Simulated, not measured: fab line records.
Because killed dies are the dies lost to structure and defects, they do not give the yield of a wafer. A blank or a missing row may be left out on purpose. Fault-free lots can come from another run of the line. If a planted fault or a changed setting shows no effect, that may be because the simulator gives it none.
Chamber matching || flow nand-harc || 4 sister chambers for NHARC_A_SLIT_ETCH_24 on rie-diel-03
The step etches the open film in CF4/CHF3, target depth 121 nm, time 60.5 s. 14 wafers are shown with their chamber, then 6 later ones without.

## WAFERS, EACH WITH ITS CHAMBER
{"wafer": "L759.1", "chamber": 2, "rf-vpp-V (V)": 366.5, "throttle-valve-pct (%)": 16.793, "chamber-pressure-mTorr (mTorr)": 24.984}
{"wafer": "L759.4", "chamber": 0, "rf-vpp-V (V)": 368.9, "throttle-valve-pct (%)": 16.802, "chamber-pressure-mTorr (mTorr)": 25.005}
{"wafer": "L759.6", "chamber": 2, "rf-vpp-V (V)": 366.1, "throttle-valve-pct (%)": 16.800, "chamber-pressure-mTorr (mTorr)": 25.010}
{"wafer": "L761.1", "chamber": 3, "rf-vpp-V (V)": 368.4, "throttle-valve-pct (%)": 16.800, "chamber-pressure-mTorr (mTorr)": 24.989}
{"wafer": "L761.3", "chamber": 1, "rf-vpp-V (V)": 368.2, "throttle-valve-pct (%)": 16.799, "chamber-pressure-mTorr (mTorr)": 25.000}
{"wafer": "L761.6", "chamber": 1, "rf-vpp-V (V)": 369.9, "throttle-valve-pct (%)": 16.798, "chamber-pressure-mTorr (mTorr)": 25.009}
{"wafer": "L763.2", "chamber": 1, "rf-vpp-V (V)": 368.3, "throttle-valve-pct (%)": 16.786, "chamber-pressure-mTorr (mTorr)": 24.981}
{"wafer": "L763.4", "chamber": 0, "rf-vpp-V (V)": 368.6, "throttle-valve-pct (%)": 16.811, "chamber-pressure-mTorr (mTorr)": 25.012}
{"wafer": "L763.6", "chamber": 3, "rf-vpp-V (V)": 370.1, "throttle-valve-pct (%)": 16.813, "chamber-pressure-mTorr (mTorr)": 24.997}
{"wafer": "L766.1", "chamber": 0, "rf-vpp-V (V)": 368.6, "throttle-valve-pct (%)": 16.808, "chamber-pressure-mTorr (mTorr)": 25.002}
{"wafer": "L766.6", "chamber": 3, "rf-vpp-V (V)": 368.4, "throttle-valve-pct (%)": 16.799, "chamber-pressure-mTorr (mTorr)": 25.021}
{"wafer": "L776.1", "chamber": 3, "rf-vpp-V (V)": 369.8, "throttle-valve-pct (%)": 16.798, "chamber-pressure-mTorr (mTorr)": 25.016}
{"wafer": "L776.3", "chamber": 1, "rf-vpp-V (V)": 365.7, "throttle-valve-pct (%)": 16.808, "chamber-pressure-mTorr (mTorr)": 24.964}
{"wafer": "L776.6", "chamber": 3, "rf-vpp-V (V)": 368.0, "throttle-valve-pct (%)": 16.818, "chamber-pressure-mTorr (mTorr)": 25.012}

SIGNATURES, as means of the wafers listed above
{"reading": "rf-vpp-V", "chamber 0": 368.700, "chamber 1": 368.025, "chamber 2": 366.300, "chamber 3": 368.940, "scatter within a chamber": 1.13}
{"reading": "throttle-valve-pct", "chamber 0": 16.80700, "chamber 1": 16.79775, "chamber 2": 16.79650, "chamber 3": 16.80560, "scatter within a chamber": 0.00808}
{"reading": "chamber-pressure-mTorr", "chamber 0": 25.00633, "chamber 1": 24.98850, "chamber 2": 24.99700, "chamber 3": 25.00700, "scatter within a chamber": 0.0153}
Rule: a wafer's distance from a chamber is the root of the sum, over the readings, of the square of ((its reading less the chamber's mean) divided by the reading's scatter). The wafer belongs to the nearest chamber; if the next one is less than 2 further off, it can't be placed. The scatter: take each reading less its chamber's mean, square it, sum over the shown wafers, divide by the number of wafers less the number of chambers, and take the root.

## WAFERS MISSING THEIR CHAMBER
{"wafer": "L779.3", "rf-vpp-V (V)": 369.3, "throttle-valve-pct (%)": 16.797, "chamber-pressure-mTorr (mTorr)": 24.986}
{"wafer": "L779.5", "rf-vpp-V (V)": 369.0, "throttle-valve-pct (%)": 16.794, "chamber-pressure-mTorr (mTorr)": 25.016}
{"wafer": "L779.6", "rf-vpp-V (V)": 366.1, "throttle-valve-pct (%)": 16.787, "chamber-pressure-mTorr (mTorr)": 25.021}
{"wafer": "L781.1", "rf-vpp-V (V)": 368.0, "throttle-valve-pct (%)": 16.806, "chamber-pressure-mTorr (mTorr)": 25.045}
{"wafer": "L781.2", "rf-vpp-V (V)": 367.1, "throttle-valve-pct (%)": 16.805, "chamber-pressure-mTorr (mTorr)": 25.006}
{"wafer": "L781.4", "rf-vpp-V (V)": 369.9, "throttle-valve-pct (%)": 16.802, "chamber-pressure-mTorr (mTorr)": 25.017}

## THE CHAMBER EACH PASSED THROUGH
{"wafer": "L779.3", "from the rows above": "can't be placed: 1 or 3 or 0 or 2", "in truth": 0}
{"wafer": "L779.5", "from the rows above": "can't be placed: 3 or 0 or 1 or 2", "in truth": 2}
{"wafer": "L779.6", "from the rows above": "can't be placed: 2 or 1 or 0 or 3", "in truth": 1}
{"wafer": "L781.1", "from the rows above": "can't be placed: 0 or 3 or 2 or 1", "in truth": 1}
{"wafer": "L781.2", "from the rows above": "can't be placed: 2 or 0 or 3 or 1", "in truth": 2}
{"wafer": "L781.4", "from the rows above": "can't be placed: 3 or 0 or 1", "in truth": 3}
Placed correctly: 0 of 6. These rows do not allow placing 6 (true chamber among the candidates in 6). Wrongly placed: 0.
